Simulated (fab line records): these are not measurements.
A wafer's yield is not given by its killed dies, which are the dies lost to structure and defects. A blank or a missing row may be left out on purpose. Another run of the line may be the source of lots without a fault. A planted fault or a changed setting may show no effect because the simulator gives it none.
Comparing a struck lot with a sound one || flow n5 finfet || 15 out of 1938 route steps
Sound: the wafers L610.1, L610.3, L610.4. Struck: wafers L626.1, L626.3. (L626.2 of the same lot was not struck and is left out.) The cause comes at the end.
At each step with rows: each side's tool, then ch and its chambers, then its first start. Under that, the readings that differ: sound wafers || struck wafers || difference of the means || sigmas: that difference in standard deviations of wafers without a fault.
alike: same words and numbers on both sides, and readings whose means sit less than 2 such deviations apart. not compared: any withheld reading, any reading some wafer has no value for, any bound like >300 that may hide the same value, and any number with overlapping values for which the record gives no deviation.
A row with sigmas, a row that says differs or no value, or rows on one side alone: a step with any of these is where the two part. Numbers that have no deviation but don't overlap get no sigmas and don't part them. A reading missing from all wafers of one side parts the sides only when that side holds two or more wafers.

N5_BEOL_M9_STRIP_80: strips in N2/H2, time 10 s.
  sound on rie diel-04 ch 0,2,3; struck on rie diel-04 ch 2,3
{"reading": "rf vpp V (V)", "sound": "58.8 58.6 59.4", "struck": "56.9 57.3", "difference": -1.8, "sigmas": -2}
  alike: bias power w, drypump motor current A, oes product au, showerhead plenum p Torr, throttle valve pct
  not compared: rf hours counter h
N5_BEOL_M9_OCD_MEAS_38:
  sound: ocd-01 at day 10 07:10; struck: ocd-02 at day 13 23:12
  alike: trench depth nm
then, 4 steps without rows for these wafers: N5_BEOL_M9_HM_STRIP_39 (strips TiN in peroxide tin strip, target depth 25 nm, time 158 s); N5_BEOL_M9_SRD_40 (time 30 s); N5_BEOL_M9_PRECLEAN_42 (cleans in residue remover, time 60 s); N5_BEOL_M9_SRD_43 (time 30 s).
N5_BEOL_M9_CD_MEAS_35: target cd 70 nm, target cd y 40 nm.
  sound: cd sem-01 at day 10 07:19; struck: cd sem-02 at day 13 23:22
  alike: cd nm
N5_BEOL_M9_CURE_72: cures SiCOH lowk, time 120 s.
  sound on uv cure-03 ch 0, day 10 07:22; struck on uv cure-01 ch 0, day 13 23:24
  alike: lamp power pct, wafer_temp_C_max
N5_BEOL_M9_DEGAS_44: time 60 s.
  sound: pvd sputter-02 at day 10 08:00; struck: pvd sputter-03 at day 14 00:07
  alike: heater power w
N5_BEOL_M9_PRE_CLEAN_45: time 30 s.
  sound: pvd sputter-02 at day 10 08:02; struck: pvd sputter-03 at day 14 00:10
  alike: heater power w
N5_BEOL_M9_ALD_74: deposits TaN, target thk 2 nm, pulse time 2 s, purge time 3 s.
  sound on ald metal-04 ch 0,2,3, day 10 08:08; struck on ald metal-03 ch 2,3, day 14 00:13
  alike: heater power w
next, for these wafers, 1 step has no rows: N5_BEOL_M9_SURFACE_TREAT_79.
N5_BEOL_M9_CVD_78: deposits Co from CCTBA/H2, target thk 2 nm, time 138.9 s.
  sound on cvd co-02 ch 0,1,2, day 10 08:50; struck on cvd co-02 ch 0,1, day 14 00:44
{"reading": "run length s (s)", "sound": "161.4 162.1 161.6", "struck": "272.3 271.0", "difference": "+109.9", "sigmas": "+99 or more"}
then, 2 steps without rows for these wafers: N5_BEOL_M9_SPUTTER_48 (material Cu, target thk 12 nm, time 2 s); N5_PASSIVATION_PROBE_49.

## WHERE THEY PART
At N5_BEOL_M9_STRIP_80 first; at N5_BEOL_M9_CVD_78 last (within this record only).

WHY: what the simulator had put in
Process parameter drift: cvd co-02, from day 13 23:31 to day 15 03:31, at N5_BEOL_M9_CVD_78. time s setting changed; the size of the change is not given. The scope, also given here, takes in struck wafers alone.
